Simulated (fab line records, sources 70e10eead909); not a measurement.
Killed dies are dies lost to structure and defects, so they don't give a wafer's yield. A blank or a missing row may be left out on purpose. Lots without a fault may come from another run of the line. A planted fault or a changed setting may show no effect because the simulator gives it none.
Which tool did it? | flow nand_harc | 12 lots, 36 wafers sampled, at 5 steps of a route of 1159

WHAT THE GAUGES READ, wafer by wafer
NHARC_END_SORT_01. Usual: killed_at_array 27, standard deviation 12; killed_at_other 0.8, standard deviation 1; killed_at_periphery 4.0, standard deviation 2.5; killed_dies 32, standard deviation 11; killed_open 3.3, standard deviation 1.8; killed_short 2.0, standard deviation 1.5.
lot  | measured     | on        | killed_at_array | killed_at_other | killed_at_periphery | killed_dies | killed_open | killed_short | flag
L719 | day 22 09:38 | prober-02 | 671 673 670     | 1 0 0           | 5 4 7               | 677 677 677 | 4 4 1       | 3 4 4        | OFF
L720 | day 23 06:41 | prober-01 | 672 673 674     | 3 1 1           | 2 3 2               | 677 677 677 | 5 3 2       | 1 4 1        | OFF
L721 | day 23 05:07 | prober-02 | 17 13 12        | 1 1 0           | 5 12 4              | 23 26 16    | 5 4 3       | 0 5 1        |

WHICH TOOL RAN EACH LOT (tool, then ch and the chambers of the sampled wafers, then the start)
lot  | NHARC_A_CONTACT_DEP_84        | NHARC_A_CONTACT_ETCH_89            | NHARC_A_CONTACT_ETCH_135             | NHARC_A_CONTACT_ETCH_138
L705 | acl_dep-03 ch 0, day 16 19:28 | rie_diel-07 ch 0,3, day 16 21:46   | har_cap_etch-03 ch 0,1, day 16 22:50 | har_cap_etch-03 ch 0,1, day 16 23:13
L706 | acl_dep-02 ch 0, day 17 04:50 | rie_diel-08 ch 0,1,3, day 17 06:58 | har_cap_etch-02 ch 0,1, day 17 07:59 | har_cap_etch-02 ch 0,1, day 17 08:22
L709 | acl_dep-02 ch 0, day 17 19:54 | rie_diel-08 ch 0,1,2, day 17 21:58 | har_cap_etch-01 ch 0,1, day 17 22:55 | har_cap_etch-01 ch 0,1, day 17 23:17
L713 | acl_dep-01 ch 0, day 18 14:53 | rie_diel-08 ch 2,3, day 18 16:55   | har_cap_etch-01 ch 0,1, day 18 17:58 | har_cap_etch-01 ch 0,1, day 18 18:20
L716 | acl_dep-01 ch 0, day 19 00:47 | rie_diel-08 ch 1,2,3, day 19 02:50 | har_cap_etch-01 ch 0,1, day 19 03:51 | har_cap_etch-01 ch 0,1, day 19 04:13
L714 | acl_dep-01 ch 0, day 19 01:49 | rie_diel-07 ch 1,2,3, day 19 04:16 | har_cap_etch-03 ch 0,1, day 19 05:14 | har_cap_etch-03 ch 0,1, day 19 05:37
L718 | acl_dep-02 ch 0, day 19 18:55 | rie_diel-05 ch 0,1,2, day 19 21:19 | har_cap_etch-03 ch 0,1, day 19 22:17 | har_cap_etch-03 ch 0,1, day 19 22:40
L719 | acl_dep-01 ch 0, day 20 04:18 | rie_diel-08 ch 0,1,3, day 20 06:32 | har_cap_etch-03 ch 0,1, day 20 07:33 | har_cap_etch-03 ch 0,1, day 20 07:55
L720 | acl_dep-03 ch 0, day 20 05:24 | rie_diel-07 ch 1,2, day 20 07:52   | har_cap_etch-02 ch 0,1, day 20 08:56 | har_cap_etch-02 ch 0,1, day 20 09:18
L721 | acl_dep-03 ch 0, day 20 22:14 | rie_diel-05 ch 0,1,3, day 21 00:35 | har_cap_etch-01 ch 0,1, day 21 01:34 | har_cap_etch-01 ch 0,1, day 21 01:56
L726 | acl_dep-01 ch 0, day 21 21:13 | rie_diel-07 ch 1,2,3, day 21 23:36 | har_cap_etch-01 ch 0,1, day 22 00:38 | har_cap_etch-01 ch 0,1, day 22 01:00
L728 | acl_dep-03 ch 0, day 22 12:04 | rie_diel-07 ch 0,1, day 22 14:10   | har_cap_etch-01 ch 0,1, day 22 15:17 | har_cap_etch-01 ch 0,1, day 22 15:46
- NHARC_A_CONTACT_DEP_84: deposits aC, target thk 2000 nm.
- NHARC_A_CONTACT_ETCH_89: etches the open film in N2/H2, target depth 260 nm, time 475.3 s.
- NHARC_A_CONTACT_ETCH_135: etches the open film in C4F8/O2/Ar, time 132 s, target depth 1287 nm.
- NHARC_A_CONTACT_ETCH_138: etches the open film in C4F8/O2/Ar, time 132 s, target depth 1289 nm.

WHAT THE TOOLS THEMSELVES READ (means of the sampled wafers that have a number; where no wafer has one, the mark that the record gives instead)
NHARC_A_CONTACT_DEP_84. Usual: susceptor_temp_C 399.99 C, standard deviation 0.25; throttle_valve_pct 34.999 %, standard deviation 0.0089.
lot  | tool       | susceptor_temp_C (C) | throttle_valve_pct (%) | flag
L705 | acl_dep-03 | 400.01               | 34.993                 |
L706 | acl_dep-02 | 400.13               | 35.006                 |
L709 | acl_dep-02 | -                    | 35.007                 | OFF
L713 | acl_dep-01 | 400.09               | 34.998                 |
L716 | acl_dep-01 | 400.20               | 35.002                 |
L714 | acl_dep-01 | -                    | 35.000                 | OFF
L718 | acl_dep-02 | -                    | 35.004                 | OFF
L719 | acl_dep-01 | -                    | 34.999                 | OFF
L720 | acl_dep-03 | -                    | 35.012                 | OFF
L721 | acl_dep-03 | 399.89               | 34.994                 |
L726 | acl_dep-01 | -                    | 34.980                 | OFF
L728 | acl_dep-03 | 400.08               | 34.995                 |

NHARC_A_CONTACT_ETCH_89. Usual: bias_w 150.0 W, standard deviation 0.43; chamber_pressure_mTorr 30.000 mTorr, standard deviation 0.027; drypump_motor_current_A 5.7 A, standard deviation 0.52; oes_product_au 0.998 a.u., standard deviation 0.01; rf_vpp_V 430.0 V, standard deviation 2.6; showerhead_plenum_p_Torr 2.02 Torr, standard deviation 0.087; throttle_valve_pct 14.172 %, standard deviation 0.0086.
lot  | tool        | bias_w (W) | chamber_pressure_mTorr (mTorr) | drypump_motor_current_A (A) | oes_product_au (a.u.) | rf_vpp_V (V) | showerhead_plenum_p_Torr (Torr) | throttle_valve_pct (%) | flag
L705 | rie_diel-07 | 150.2      | 29.992                         | 5.4                         | 1.003                 | 431.3        | 2.06                            | 14.179                 |
L706 | rie_diel-08 | 150.0      | 30.016                         | 5.8                         | 0.999                 | 429.3        | 1.98                            | 14.166                 |
L709 | rie_diel-08 | 150.0      | 29.993                         | 6.1                         | 1.008                 | 429.7        | 2.01                            | 14.169                 |
L713 | rie_diel-08 | 150.3      | 29.973                         | 5.5                         | 0.995                 | 428.0        | 1.95                            | 14.175                 |
L716 | rie_diel-08 | 150.5      | 29.980                         | 5.9                         | 1.003                 | 428.4        | 1.97                            | 14.165                 |
L714 | rie_diel-07 | 149.7      | 30.018                         | 5.6                         | 0.993                 | 429.7        | 2.03                            | 14.174                 |
L718 | rie_diel-05 | 149.7      | 30.002                         | 5.9                         | 0.994                 | 432.5        | 2.12                            | 14.174                 |
L719 | rie_diel-08 | -          | -                              | -                           | -                     | -            | -                               | -                      | OFF
L720 | rie_diel-07 | -          | -                              | -                           | -                     | -            | -                               | -                      | OFF
L721 | rie_diel-05 | 150.0      | 29.975                         | 5.5                         | 0.997                 | 432.2        | 2.09                            | 14.186                 |
L726 | rie_diel-07 | 149.9      | 30.001                         | 5.5                         | 0.988                 | 430.7        | 2.03                            | 14.176                 |
L728 | rie_diel-07 | 150.1      | 30.014                         | 5.8                         | 0.993                 | 426.1        | 1.91                            | 14.170                 |

NHARC_A_CONTACT_ETCH_135. Usual: chamber_pressure_mTorr 19.998 mTorr, standard deviation 0.02; oes_air_line_au 1.002 a.u., standard deviation 0.021.
lot  | tool            | chamber_pressure_mTorr (mTorr) | oes_air_line_au (a.u.) | flag
L705 | har_cap_etch-03 | 19.995                         | 1.013                  |
L706 | har_cap_etch-02 | 20.003                         | 0.992                  |
L709 | har_cap_etch-01 | 19.991                         | 1.010                  |
L713 | har_cap_etch-01 | 19.982                         | 0.996                  |
L716 | har_cap_etch-01 | 19.984                         | 1.010                  |
L714 | har_cap_etch-03 | 20.003                         | 1.013                  |
L718 | har_cap_etch-03 | 19.991                         | 0.998                  |
L719 | har_cap_etch-03 | 20.001                         | 0.991                  |
L720 | har_cap_etch-02 | 20.018                         | 0.981                  |
L721 | har_cap_etch-01 | 19.995                         | 0.996                  |
L726 | har_cap_etch-01 | 19.994                         | 1.003                  |
L728 | har_cap_etch-01 | 19.984                         | 1.028                  |

NHARC_A_CONTACT_ETCH_138. Usual: chamber_pressure_mTorr 19.997 mTorr, standard deviation 0.018; oes_air_line_au 0.999 a.u., standard deviation 0.019.
lot  | tool            | chamber_pressure_mTorr (mTorr) | oes_air_line_au (a.u.) | flag
L705 | har_cap_etch-03 | 20.005                         | 1.024                  |
L706 | har_cap_etch-02 | 19.997                         | 1.008                  |
L709 | har_cap_etch-01 | 20.002                         | 0.993                  |
L713 | har_cap_etch-01 | 20.005                         | 0.994                  |
L716 | har_cap_etch-01 | 20.016                         | 1.006                  |
L714 | har_cap_etch-03 | 20.000                         | 0.988                  |
L718 | har_cap_etch-03 | 19.990                         | 1.012                  |
L719 | har_cap_etch-03 | 20.003                         | 0.982                  |
L720 | har_cap_etch-02 | 19.989                         | 0.999                  |
L721 | har_cap_etch-01 | 19.985                         | 1.003                  |
L726 | har_cap_etch-01 | 20.005                         | 0.984                  |
L728 | har_cap_etch-01 | 19.994                         | 0.990                  |

THE ANSWER, worked out from the rows above alone
Rule: a lot is off if the mean of its wafers that have a number lies more than 3 standard deviations from the usual mean. A lot without any number at a reading at which 4 lots or more have one is off too. The other lots that the step has rows for count as sound. The gauges are gone through in route order, then the tools' own readings, and for those a lot's mean is taken as printed above. The first step at which some lot is off is used, and at that step the reading that is off furthest; a lot without a number counts as furthest.
Off: L719, L720, at NHARC_END_SORT_01 (killed_dies). Neither off nor sound, because the step has no rows for them: L705, L706, L709, L713, L716, L714, L718, L726, L728.
A tool fits if, at a process step before that reading, it ran every lot that is off, and no sound lot after the first of them. The gauges at NHARC_END_SORT_01 aren't tried: what is off there is off at NHARC_A_CONTACT_DEP_84 too, on other tools, and a gauge's error can't cause that. None of those tried fits.

WHAT THE SIMULATOR HAD PUT IN
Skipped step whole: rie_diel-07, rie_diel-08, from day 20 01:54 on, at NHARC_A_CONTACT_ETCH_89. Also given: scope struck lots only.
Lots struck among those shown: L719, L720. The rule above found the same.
